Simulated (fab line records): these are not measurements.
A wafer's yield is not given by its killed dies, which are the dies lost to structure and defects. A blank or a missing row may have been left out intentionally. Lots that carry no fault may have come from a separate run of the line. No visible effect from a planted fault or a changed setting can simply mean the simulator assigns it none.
Chamber matching -- flow n5_finfet -- rie_diel-03 running N5_FIN_CUT_STRIP_24: 4 sister chambers
The step strips in CF4. 4 wafers are shown with their chamber, then 8 later ones without.

## WAFERS, EACH WITH ITS CHAMBER
wafer,chamber,drypump_motor_current_A (A)
L083.4,2,5.52
L084.1,0,5.37
L084.4,1,6.21
L087.4,3,5.22

## WAFERS WITHOUT THEIR CHAMBER
wafer,drypump_motor_current_A (A)
L087.5,6.24
L087.6,5.39
L090.4,5.50
L090.5,6.25
L090.6,5.35
L092.1,5.26
L092.2,5.36
L092.4,5.33

## EACH ONE'S CHAMBER
wafer,from the rows above,in truth
L087.5,1,1
L087.6,0,0
L090.4,2,2
L090.5,1,1
L090.6,0,0
L092.1,3,3
L092.2,0,0
L092.4,0,0
8 of 8 placed correctly. Can't be placed from these rows: 0. Placed wrongly: 0.
How it was worked out, from the rows above alone: a wafer's distance from a chamber is the root of the sum, over the readings, of the square of ((its reading less the chamber's mean) divided by the reading's scatter). The wafer belongs to the nearest chamber; if the next one is less than 2 further off, it can't be placed. For every chamber, the mean is computed from those of its wafers that are shown. The scatter (one wafer shown for each chamber): square how far every hidden wafer sits from the nearest shown wafer, average those squares and take the square root.
